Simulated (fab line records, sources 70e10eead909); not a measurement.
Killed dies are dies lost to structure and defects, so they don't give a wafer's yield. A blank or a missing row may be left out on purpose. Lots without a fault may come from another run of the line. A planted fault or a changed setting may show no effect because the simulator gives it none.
Chamber matching | flow nand_harc | NHARC_A_STAIRCASE_TRIM_229 on rie_diel-05: 4 sister chambers
The step chemistry O2, time 211.2 s. 20 wafers are shown with their chamber, then 10 later ones without.

WAFERS WITH THEIR CHAMBER
wafer  | chamber | showerhead_plenum_p_Torr (Torr) | drypump_motor_current_A (A) | oes_product_au (a.u.)
L074.1 | 3       | 3.42                            | 5.3                         | 1.006
L074.2 | 2       | 3.72                            | 4.8                         | 0.996
L074.6 | 1       | 3.34                            | 6.1                         | 1.004
L078.4 | 3       | 3.41                            | 5.4                         | 1.003
L078.5 | 0       | 3.59                            | 5.3                         | 1.002
L078.6 | 1       | 3.34                            | 6.1                         | 1.005
L080.1 | 0       | 3.59                            | 5.3                         | 1.009
L080.4 | 2       | 3.71                            | 4.9                         | 1.001
L080.6 | 3       | 3.41                            | 5.3                         | 1.005
L082.1 | 0       | 3.59                            | 5.3                         | 1.010
L082.2 | 2       | 3.71                            | 4.9                         | 1.001
L082.4 | 1       | 3.33                            | 6.1                         | 0.998
L084.2 | 2       | 3.70                            | 4.9                         | 0.987
L084.3 | 3       | 3.40                            | 5.3                         | 0.997
L084.5 | 0       | 3.58                            | 5.3                         | 1.005
L087.4 | 1       | 3.32                            | 6.0                         | 0.997
L087.5 | 1       | 3.32                            | 6.0                         | 0.996
L087.6 | 0       | 3.58                            | 5.3                         | 1.009
L090.1 | 2       | 3.69                            | 4.9                         | 0.988
L090.3 | 1       | 3.32                            | 6.1                         | 1.005

SIGNATURES (means of the wafers above)
reading                  | chamber 0 | chamber 1 | chamber 2 | chamber 3 | scatter within a chamber
showerhead_plenum_p_Torr | 3.5860    | 3.3283    | 3.7060    | 3.4100    | 0.00909
drypump_motor_current_A  | 5.300     | 6.067     | 4.880     | 5.325     | 0.0425
oes_product_au           | 1.00700   | 1.00083   | 0.99460   | 1.00275   | 0.00481
Rule: a wafer's distance from a chamber is the root of the sum, over the readings, of the square of ((its reading less the chamber's mean) divided by the reading's scatter). The wafer belongs to the nearest chamber; if the next one is less than 2 further off, it can't be placed. The scatter: the root of (the sum of the squares of (reading less its chamber's mean) over the shown wafers, divided by (wafers less chambers)).

WAFERS WITHOUT THEIR CHAMBER
wafer  | showerhead_plenum_p_Torr (Torr) | drypump_motor_current_A (A) | oes_product_au (a.u.)
L090.5 | 3.32                            | 6.1                         | 0.997
L095.1 | 3.69                            | 4.8                         | 0.996
L095.2 | 3.39                            | 5.3                         | 1.009
L095.5 | 3.57                            | 5.3                         | 1.014
L094.1 | 3.39                            | 5.3                         | 0.998
L094.4 | 3.69                            | 4.9                         | 0.989
L094.6 | 3.39                            | 5.3                         | 0.994
L093.1 | 3.31                            | 6.1                         | 1.003
L093.5 | 3.69                            | 4.9                         | 0.986
L093.6 | 3.39                            | 5.4                         | 0.993

WHICH CHAMBER EACH WENT THROUGH
wafer  | from the rows above | in truth
L090.5 | 1                   | 1
L095.1 | 2                   | 2
L095.2 | 3                   | 3
L095.5 | 0                   | 0
L094.1 | 3                   | 3
L094.4 | 2                   | 2
L094.6 | 3                   | 3
L093.1 | 1                   | 1
L093.5 | 2                   | 2
L093.6 | 3                   | 3
Placed correctly: 10 of 10. Can't be placed from these rows: 0. Placed wrongly: 0.
